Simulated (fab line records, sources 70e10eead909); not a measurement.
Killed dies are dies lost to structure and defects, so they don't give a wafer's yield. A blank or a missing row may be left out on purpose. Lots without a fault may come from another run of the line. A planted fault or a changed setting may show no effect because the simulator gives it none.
A struck lot beside a sound one | flow nand_harc | 13 steps out of a route of 1302
Sound: wafers L522.2, L522.3, L522.6. Struck: wafer L534.2. (L534.1, L534.4 of the same lot were not struck and are left out.) The cause comes at the end.
At each step with rows: each side's tool, then ch and its chambers, then its first start. Under that, the readings that differ: sound wafers | struck wafers | difference of the means | sigmas: that difference in standard deviations of wafers without a fault.
alike: readings whose means differ by less than 2 such deviations, and words and numbers that are the same on both sides. not compared: withheld readings, readings that some wafer has no value for, bounds like >300 that may hide the same value, and numbers for which the record gives no deviation and whose values overlap.
The two part at a step that has a row with sigmas, a row that says differs or no value, or rows on one side only. Numbers that don't overlap but have no deviation are shown without sigmas and don't part them. A reading that every wafer of one side lacks parts them only if that side has two wafers or more.

first, 2 steps without rows for these wafers: NHARC_A_STAIRCASE_HARDBAKE_10 (time 140 s); NHARC_A_STAIRCASE_DESCUM_11 (chemistry O2, time 3 s).
NHARC_A_STAIRCASE_TRIM_12: chemistry O2, time 211.2 s.
  sound on rie_diel-12 ch 0,1, day 20 08:23; struck on rie_diel-03 ch 0, day 23 19:41
  alike: drypump_motor_current_A, oes_product_au, rf_vpp_V, showerhead_plenum_p_Torr, throttle_valve_pct
  not compared: rf_hours_counter_h
then, 5 steps without rows for these wafers: NHARC_A_STAIRCASE_ETCH_13 (etches the open film in C4F8/O2, target depth 100 nm, time 40.5 s); NHARC_A_STAIRCASE_TRIM_14 (chemistry O2, time 211.2 s); NHARC_A_STAIRCASE_ETCH_15 (etches the open film in C4F8/O2, target depth 100 nm, time 40.5 s); NHARC_A_STAIRCASE_TRIM_16 (chemistry O2, time 211.2 s); NHARC_A_STAIRCASE_ETCH_17 (etches the open film in C4F8/O2, target depth 100 nm, time 40.5 s).
NHARC_A_STAIRCASE_TRIM_18: chemistry O2, time 211.2 s.
  sound on rie_diel-12 ch 1,2,3; struck on rie_diel-03 ch 2
  alike: drypump_motor_current_A, oes_product_au, rf_vpp_V, showerhead_plenum_p_Torr, throttle_valve_pct
  not compared: rf_hours_counter_h
NHARC_A_STAIRCASE_ETCH_19: etches the open film in C4F8/O2, target depth 100 nm, time 40.5 s.
  sound on rie_diel-12 ch 0,1,2; struck on rie_diel-03 ch 1
  alike: oes_product_au, rf_vpp_V
  not compared: rf_hours_counter_h
NHARC_A_STAIRCASE_TRIM_20: chemistry O2, time 211.2 s.
  sound on rie_diel-12 ch 1,2, day 20 09:25; struck on rie_diel-12 ch 1, day 23 21:04
  alike: drypump_motor_current_A, oes_product_au, rf_vpp_V, showerhead_plenum_p_Torr, throttle_valve_pct
  not compared: rf_hours_counter_h
NHARC_A_STAIRCASE_ETCH_21: etches the open film in C4F8/O2, target depth 100 nm, time 40.5 s.
  sound on rie_diel-12 ch 1,2, day 20 09:37; struck on rie_diel-12 ch 1, day 23 21:16
  reading               | sound             | struck | difference | sigmas
  oes_product_au (a.u.) | 0.944 0.929 0.938 | 0.787  | -0.150     | -10
  alike: rf_vpp_V
  not compared: rf_hours_counter_h
NHARC_A_STAIRCASE_TRIM_22: chemistry O2, time 211.2 s.
  sound on rie_diel-12 ch 1,2; struck on rie_diel-12 ch 2
  alike: drypump_motor_current_A, oes_product_au, rf_vpp_V, showerhead_plenum_p_Torr, throttle_valve_pct
  not compared: rf_hours_counter_h

WHERE THEY PART
Only at NHARC_A_STAIRCASE_ETCH_21, within this record. Later steps at which nothing parts them and some readings are alike: NHARC_A_STAIRCASE_TRIM_22.

WHY: what the simulator had put in
Process parameter drift: rie_diel-12, from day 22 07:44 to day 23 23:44, at NHARC_A_STAIRCASE_ETCH_21. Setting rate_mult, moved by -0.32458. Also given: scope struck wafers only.
